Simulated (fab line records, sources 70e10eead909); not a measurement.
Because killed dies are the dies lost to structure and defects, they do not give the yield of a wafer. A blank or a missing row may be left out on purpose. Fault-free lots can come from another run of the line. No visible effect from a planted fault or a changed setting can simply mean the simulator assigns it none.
Which tool is to blame? :: flow nand_harc :: Sampling: 11 lots, 33 wafers, 5 of 1159 route steps

## WHAT THE GAUGES READ, wafer by wafer
NHARC_END_SORT_01.
lot: L276
measured: day 21 17:31
on: prober-02
killed_at_array: 30 26 26
killed_at_other: 0 1 0
killed_at_periphery: 2 6 1
killed_dies: 32 33 27
killed_open: 5 8 3
killed_short: 2 2 1

lot: L275
measured: day 22 01:18
on: prober-02
killed_at_array: 71 77 80
killed_at_other: 0 0 0
killed_at_periphery: 1 1 3
killed_dies: 72 78 83
killed_open: 0 3 5
killed_short: 1 3 2

lot: L279
measured: day 22 09:04
on: prober-01
killed_at_array: 43 46 36
killed_at_other: 0 0 1
killed_at_periphery: 6 1 4
killed_dies: 49 47 41
killed_open: 3 8 6
killed_short: 3 2 3

lot: L278
measured: day 22 16:49
on: prober-02
killed_at_array: 113 98 68
killed_at_other: 0 0 1
killed_at_periphery: 3 0 2
killed_dies: 116 98 71
killed_open: 2 2 3
killed_short: 0 1 0

lot: L280
measured: day 22 19:26
on: prober-01
killed_at_array: 19 16 14
killed_at_other: 1 0 0
killed_at_periphery: 2 3 5
killed_dies: 22 19 19
killed_open: 4 5 4
killed_short: 3 2 1

lot: L283
measured: day 23 08:25
on: prober-02
killed_at_array: 43 33 40
killed_at_other: 1 2 0
killed_at_periphery: 3 3 1
killed_dies: 47 38 41
killed_open: 1 3 3
killed_short: 2 0 3

lot: L287
measured: day 23 18:33
on: prober-02
killed_at_array: 32 33 32
killed_at_other: 0 0 0
killed_at_periphery: 5 4 5
killed_dies: 37 37 37
killed_open: 1 8 5
killed_short: 5 3 2

## WHAT TOOL EACH LOT RAN ON (gives the tool, then ch and the chambers of the sampled wafers, and finally the start)
lot: L267
NHARC_A_CONTACT_ETCH_51: rie_diel-03 ch 0,2,3, day 16 01:41
NHARC_THIN_TSV_ETCH_44: rie_diel-09 ch 0,2,3, day 18 11:02
NHARC_THIN_TSV_ETCH_15: rie_si-02 ch 0,2,3, day 18 11:37
NHARC_THIN_TSV_DESCUM_35: rie_diel-09 ch 0,1,2, day 18 17:04

lot: L268
NHARC_A_CONTACT_ETCH_51: rie_diel-03 ch 0,2,3, day 16 06:07
NHARC_THIN_TSV_ETCH_44: rie_diel-01 ch 0,2,3, day 18 20:08
NHARC_THIN_TSV_ETCH_15: rie_si-02 ch 0,1,2, day 18 20:42
NHARC_THIN_TSV_DESCUM_35: rie_diel-06 ch 1,2,3, day 19 02:00

lot: L269
NHARC_A_CONTACT_ETCH_51: rie_diel-11 ch 0,2, day 16 23:36
NHARC_THIN_TSV_ETCH_44: rie_diel-01 ch 0,1,2, day 19 04:13
NHARC_THIN_TSV_ETCH_15: rie_si-01 ch 2,3, day 19 04:48
NHARC_THIN_TSV_DESCUM_35: rie_diel-01 ch 0,1, day 19 10:10

lot: L273
NHARC_A_CONTACT_ETCH_51: rie_diel-10 ch 0,2, day 18 02:34
NHARC_THIN_TSV_ETCH_44: rie_diel-06 ch 1,2, day 20 10:19
NHARC_THIN_TSV_ETCH_15: rie_si-01 ch 1,2,3, day 20 10:51
NHARC_THIN_TSV_DESCUM_35: rie_diel-01 ch 1,2,3, day 20 16:34

lot: L276
NHARC_A_CONTACT_ETCH_51: rie_diel-10 ch 1,3, day 18 23:55
NHARC_THIN_TSV_ETCH_44: rie_diel-01 ch 1,2,3, day 21 01:21
NHARC_THIN_TSV_ETCH_15: rie_si-02 ch 0,2, day 21 01:49
NHARC_THIN_TSV_DESCUM_35: rie_diel-06 ch 1,2,3, day 21 07:00

lot: L275
NHARC_A_CONTACT_ETCH_51: rie_diel-10 ch 0,3, day 19 04:26
NHARC_THIN_TSV_ETCH_44: rie_diel-06 ch 0,1,3, day 21 05:46
NHARC_THIN_TSV_ETCH_15: rie_si-02 ch 0,1,3, day 21 06:14
NHARC_THIN_TSV_DESCUM_35: rie_diel-06 ch 1,2, day 21 11:44

lot: L279
NHARC_A_CONTACT_ETCH_51: rie_diel-03 ch 0,2,3, day 19 09:58
NHARC_THIN_TSV_ETCH_44: rie_diel-09 ch 1,2,3, day 21 18:34
NHARC_THIN_TSV_ETCH_15: rie_si-01 ch 0,1,2, day 21 19:08
NHARC_THIN_TSV_DESCUM_35: rie_diel-06 ch 0,1,3, day 22 00:18

lot: L278
NHARC_A_CONTACT_ETCH_51: rie_diel-10 ch 0,1,2, day 19 10:21
NHARC_THIN_TSV_ETCH_44: rie_diel-06 ch 0,1,2, day 21 20:57
NHARC_THIN_TSV_ETCH_15: rie_si-04 ch 1,2,3, day 21 21:32
NHARC_THIN_TSV_DESCUM_35: rie_diel-06 ch 0,1,2, day 22 03:14

lot: L280
NHARC_A_CONTACT_ETCH_51: rie_diel-11 ch 1,2,3, day 19 22:58
NHARC_THIN_TSV_ETCH_44: rie_diel-06 ch 0,3, day 21 22:10
NHARC_THIN_TSV_ETCH_15: rie_si-02 ch 0,3, day 21 22:44
NHARC_THIN_TSV_DESCUM_35: rie_diel-06 ch 1,2,3, day 22 03:57

lot: L283
NHARC_A_CONTACT_ETCH_51: rie_diel-03 ch 0,1,2, day 20 04:39
NHARC_THIN_TSV_ETCH_44: rie_diel-01 ch 0,1,3, day 22 16:26
NHARC_THIN_TSV_ETCH_15: rie_si-01 ch 2,3, day 22 17:01
NHARC_THIN_TSV_DESCUM_35: rie_diel-01 ch 2,3, day 22 22:27

lot: L287
NHARC_A_CONTACT_ETCH_51: rie_diel-11 ch 0,3, day 20 19:37
NHARC_THIN_TSV_ETCH_44: rie_diel-09 ch 0,1,3, day 23 00:15
NHARC_THIN_TSV_ETCH_15: rie_si-02 ch 0,1,3, day 23 00:42
NHARC_THIN_TSV_DESCUM_35: rie_diel-01 ch 0,3, day 23 05:55
- NHARC_A_CONTACT_ETCH_51: etches the open film in O2/COS, target depth 3600 nm, time 936 s.
- NHARC_THIN_TSV_ETCH_44: etches the open film in CF4/O2, target depth 1594.2 nm, time 797.1 s.
- NHARC_THIN_TSV_ETCH_15: target depth 3000 nm, bosch target overetch cycles 2, bosch etch step 2.8 s.
- NHARC_THIN_TSV_DESCUM_35: chemistry O2, time 3 s.

## AS READ BY THE TOOLS THEMSELVES (means over the sampled wafers that have a number; for cases with no such wafer, the mark the record gives instead)
NHARC_A_CONTACT_ETCH_51.
lot: L267
tool: rie_diel-03
drypump_motor_current_A (A): 5.6
o2_flow_sccm (sccm): 401.0
oes_product_au (a.u.): 1.015
rf_vpp_V (V): 315.4
showerhead_plenum_p_Torr (Torr): 3.18
throttle_valve_pct (%): 28.328

lot: L268
tool: rie_diel-03
drypump_motor_current_A (A): 5.6
o2_flow_sccm (sccm): 399.5
oes_product_au (a.u.): 1.010
rf_vpp_V (V): 314.0
showerhead_plenum_p_Torr (Torr): 3.18
throttle_valve_pct (%): 28.334

lot: L269
tool: rie_diel-11
drypump_motor_current_A (A): 6.4
o2_flow_sccm (sccm): 400.7
oes_product_au (a.u.): 0.998
rf_vpp_V (V): 313.3
showerhead_plenum_p_Torr (Torr): 3.06
throttle_valve_pct (%): 28.334

lot: L273
tool: rie_diel-10
drypump_motor_current_A (A): 5.8
o2_flow_sccm (sccm): 401.0
oes_product_au (a.u.): 0.995
rf_vpp_V (V): 314.2
showerhead_plenum_p_Torr (Torr): 3.14
throttle_valve_pct (%): 28.329

lot: L276
tool: rie_diel-10
drypump_motor_current_A (A): 5.3
o2_flow_sccm (sccm): 400.2
oes_product_au (a.u.): 1.023
rf_vpp_V (V): 311.2
showerhead_plenum_p_Torr (Torr): 2.95
throttle_valve_pct (%): 28.331

lot: L275
tool: rie_diel-10
drypump_motor_current_A (A): 5.4
o2_flow_sccm (sccm): 398.7
oes_product_au (a.u.): 1.007
rf_vpp_V (V): 313.2
showerhead_plenum_p_Torr (Torr): 3.05
throttle_valve_pct (%): 28.328

lot: L279
tool: rie_diel-03
drypump_motor_current_A (A): 5.6
o2_flow_sccm (sccm): 399.7
oes_product_au (a.u.): 1.007
rf_vpp_V (V): 316.9
showerhead_plenum_p_Torr (Torr): 3.32
throttle_valve_pct (%): 28.328

lot: L278
tool: rie_diel-10
drypump_motor_current_A (A): 5.7
o2_flow_sccm (sccm): 399.9
oes_product_au (a.u.): 1.005
rf_vpp_V (V): 314.0
showerhead_plenum_p_Torr (Torr): 3.08
throttle_valve_pct (%): 28.330

lot: L280
tool: rie_diel-11
drypump_motor_current_A (A): 5.6
o2_flow_sccm (sccm): 400.1
oes_product_au (a.u.): 0.993
rf_vpp_V (V): 311.1
showerhead_plenum_p_Torr (Torr): 2.91
throttle_valve_pct (%): 28.327

lot: L283
tool: rie_diel-03
drypump_motor_current_A (A): 5.5
o2_flow_sccm (sccm): 399.2
oes_product_au (a.u.): 1.014
rf_vpp_V (V): 316.1
showerhead_plenum_p_Torr (Torr): 3.20
throttle_valve_pct (%): 28.340

lot: L287
tool: rie_diel-11
drypump_motor_current_A (A): 6.3
o2_flow_sccm (sccm): 399.2
oes_product_au (a.u.): 0.984
rf_vpp_V (V): 316.1
showerhead_plenum_p_Torr (Torr): 3.20
throttle_valve_pct (%): 28.333

NHARC_THIN_TSV_ETCH_44.
lot: L267
tool: rie_diel-09
drypump_motor_current_A (A): 5.8
o2_flow_sccm (sccm): 10.018
oes_product_au (a.u.): 0.984
rf_vpp_V (V): 790
showerhead_plenum_p_Torr (Torr): 1.76
throttle_valve_pct (%): 16.912

lot: L268
tool: rie_diel-01
drypump_motor_current_A (A): 5.6
o2_flow_sccm (sccm): 9.982
oes_product_au (a.u.): 0.998
rf_vpp_V (V): 794
showerhead_plenum_p_Torr (Torr): 1.82
throttle_valve_pct (%): 16.914

lot: L269
tool: rie_diel-01
drypump_motor_current_A (A): 5.7
o2_flow_sccm (sccm): 9.999
oes_product_au (a.u.): 1.005
rf_vpp_V (V): 791
showerhead_plenum_p_Torr (Torr): 1.79
throttle_valve_pct (%): 16.922

lot: L273
tool: rie_diel-06
drypump_motor_current_A (A): 5.6
o2_flow_sccm (sccm): 9.979
oes_product_au (a.u.): 0.997
rf_vpp_V (V): 798
showerhead_plenum_p_Torr (Torr): 1.88
throttle_valve_pct (%): 16.913

lot: L276
tool: rie_diel-01
drypump_motor_current_A (A): 5.7
o2_flow_sccm (sccm): 9.991
oes_product_au (a.u.): 1.009
rf_vpp_V (V): 793
showerhead_plenum_p_Torr (Torr): 1.82
throttle_valve_pct (%): 16.912

lot: L275
tool: rie_diel-06
drypump_motor_current_A (A): 5.3
o2_flow_sccm (sccm): 9.967
oes_product_au (a.u.): 0.994
rf_vpp_V (V): 793
showerhead_plenum_p_Torr (Torr): 1.82
throttle_valve_pct (%): 16.905

lot: L279
tool: rie_diel-09
drypump_motor_current_A (A): 6.1
o2_flow_sccm (sccm): 10.019
oes_product_au (a.u.): 1.015
rf_vpp_V (V): 789
showerhead_plenum_p_Torr (Torr): 1.74
throttle_valve_pct (%): 16.913

lot: L278
tool: rie_diel-06
drypump_motor_current_A (A): 5.4
o2_flow_sccm (sccm): 10.008
oes_product_au (a.u.): 1.009
rf_vpp_V (V): 795
showerhead_plenum_p_Torr (Torr): 1.85
throttle_valve_pct (%): 16.919

lot: L280
tool: rie_diel-06
drypump_motor_current_A (A): 5.3
o2_flow_sccm (sccm): 10.005
oes_product_au (a.u.): 1.003
rf_vpp_V (V): 793
showerhead_plenum_p_Torr (Torr): 1.81
throttle_valve_pct (%): 16.905

lot: L283
tool: rie_diel-01
drypump_motor_current_A (A): 5.4
o2_flow_sccm (sccm): 10.006
oes_product_au (a.u.): 0.984
rf_vpp_V (V): 791
showerhead_plenum_p_Torr (Torr): 1.77
throttle_valve_pct (%): 16.913

lot: L287
tool: rie_diel-09
drypump_motor_current_A (A): 5.9
o2_flow_sccm (sccm): 9.999
oes_product_au (a.u.): 0.997
rf_vpp_V (V): 788
showerhead_plenum_p_Torr (Torr): 1.74
throttle_valve_pct (%): 16.918

NHARC_THIN_TSV_ETCH_15.
lot: L267
tool: rie_si-02
drypump_motor_current_A (A): 5.5
he_backside_leak_sccm (sccm): 2.64

lot: L268
tool: rie_si-02
drypump_motor_current_A (A): 5.8
he_backside_leak_sccm (sccm): 2.82

lot: L269
tool: rie_si-01
drypump_motor_current_A (A): 6.0
he_backside_leak_sccm (sccm): 2.57

lot: L273
tool: rie_si-01
drypump_motor_current_A (A): 5.8
he_backside_leak_sccm (sccm): 2.62

lot: L276
tool: rie_si-02
drypump_motor_current_A (A): 5.6
he_backside_leak_sccm (sccm): 2.75

lot: L275
tool: rie_si-02
drypump_motor_current_A (A): 5.8
he_backside_leak_sccm (sccm): 2.62

lot: L279
tool: rie_si-01
drypump_motor_current_A (A): 5.5
he_backside_leak_sccm (sccm): 2.53

lot: L278
tool: rie_si-04
drypump_motor_current_A (A): 5.4
he_backside_leak_sccm (sccm): 2.67

lot: L280
tool: rie_si-02
drypump_motor_current_A (A): 5.6
he_backside_leak_sccm (sccm): 2.47

lot: L283
tool: rie_si-01
drypump_motor_current_A (A): 6.0
he_backside_leak_sccm (sccm): 2.62

lot: L287
tool: rie_si-02
drypump_motor_current_A (A): 5.7
he_backside_leak_sccm (sccm): 2.71

NHARC_THIN_TSV_DESCUM_35.
lot: L267
tool: rie_diel-09
drypump_motor_current_A (A): 6.3
o2_flow_sccm (sccm): 199.9
oes_product_au (a.u.): 0.995
rf_vpp_V (V): 57.0
showerhead_plenum_p_Torr (Torr): 1.83
throttle_valve_pct (%): 11.312

lot: L268
tool: rie_diel-06
drypump_motor_current_A (A): 5.5
o2_flow_sccm (sccm): 200.2
oes_product_au (a.u.): 1.011
rf_vpp_V (V): 58.1
showerhead_plenum_p_Torr (Torr): 1.96
throttle_valve_pct (%): 11.306

lot: L269
tool: rie_diel-01
drypump_motor_current_A (A): 5.5
o2_flow_sccm (sccm): 199.7
oes_product_au (a.u.): 0.987
rf_vpp_V (V): 57.6
showerhead_plenum_p_Torr (Torr): 1.81
throttle_valve_pct (%): 11.309

lot: L273
tool: rie_diel-01
drypump_motor_current_A (A): 5.7
o2_flow_sccm (sccm): 200.0
oes_product_au (a.u.): 1.009
rf_vpp_V (V): 57.3
showerhead_plenum_p_Torr (Torr): 1.90
throttle_valve_pct (%): 11.312

lot: L276
tool: rie_diel-06
drypump_motor_current_A (A): 5.6
o2_flow_sccm (sccm): 200.0
oes_product_au (a.u.): 0.995
rf_vpp_V (V): 58.0
showerhead_plenum_p_Torr (Torr): 1.96
throttle_valve_pct (%): 11.308

lot: L275
tool: rie_diel-06
drypump_motor_current_A (A): 5.7
o2_flow_sccm (sccm): 199.7
oes_product_au (a.u.): 1.006
rf_vpp_V (V): 58.6
showerhead_plenum_p_Torr (Torr): 2.00
throttle_valve_pct (%): 11.314

lot: L279
tool: rie_diel-06
drypump_motor_current_A (A): 5.3
o2_flow_sccm (sccm): 200.0
oes_product_au (a.u.): 0.995
rf_vpp_V (V): 57.5
showerhead_plenum_p_Torr (Torr): 1.89
throttle_valve_pct (%): 11.311

lot: L278
tool: rie_diel-06
drypump_motor_current_A (A): 5.4
o2_flow_sccm (sccm): 199.8
oes_product_au (a.u.): 0.997
rf_vpp_V (V): 58.4
showerhead_plenum_p_Torr (Torr): 1.93
throttle_valve_pct (%): 11.306

lot: L280
tool: rie_diel-06
drypump_motor_current_A (A): 5.6
o2_flow_sccm (sccm): 200.3
oes_product_au (a.u.): 1.002
rf_vpp_V (V): 57.7
showerhead_plenum_p_Torr (Torr): 1.96
throttle_valve_pct (%): 11.306

lot: L283
tool: rie_diel-01
drypump_motor_current_A (A): 5.7
o2_flow_sccm (sccm): 200.1
oes_product_au (a.u.): 0.999
rf_vpp_V (V): 58.1
showerhead_plenum_p_Torr (Torr): 1.93
throttle_valve_pct (%): 11.320

lot: L287
tool: rie_diel-01
drypump_motor_current_A (A): 5.3
o2_flow_sccm (sccm): 200.7
oes_product_au (a.u.): 0.986
rf_vpp_V (V): 57.4
showerhead_plenum_p_Torr (Torr): 1.84
throttle_valve_pct (%): 11.317

## THE ANSWER, worked out from the rows above alone
Rule: what is usual is taken from the lots themselves. The widest of any qualifying gaps counts: lots, ordered by their means at a reading, are off when they make up no more than a third of the lots, leave a main group of 4 or more, and stand apart from it by 3 or more times the standard deviation of that group's means. The tables above print the reading to a certain number of digits; a main group whose means all agree to those digits is not used. A lot without any number at a reading at which 4 lots or more have one is off too. Any other lot the step has rows for is counted as sound. First the gauges in route order, then the tools' own readings, where a lot's mean is used as printed above. At the first step where some lot is off, the reading lying furthest off is the one used; lots without a number count as furthest.
Off: L275, L278, at NHARC_END_SORT_01 (killed_at_array). The main group has a mean of 31 with a standard deviation of 9. Neither off nor sound, because the step has no rows for them: L267, L268, L269, L273.
A tool fits if, at a process step before that reading, it ran every lot that is off, and no sound lot after the first of them. The gauges at NHARC_END_SORT_01 are tried like those tools. One fits: rie_diel-10 at NHARC_A_CONTACT_ETCH_51. A fault onset in the window from L276 (day 18 23:55, its last sound lot) to L275 (day 19 04:26, its first lot off) fits.

## WHAT WAS PUT IN BY THE SIMULATOR
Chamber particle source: rie_diel-10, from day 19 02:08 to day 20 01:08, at NHARC_A_CONTACT_ETCH_51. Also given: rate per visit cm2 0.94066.
Lots struck among those shown: L275, L278. The rule above reached the same finding.
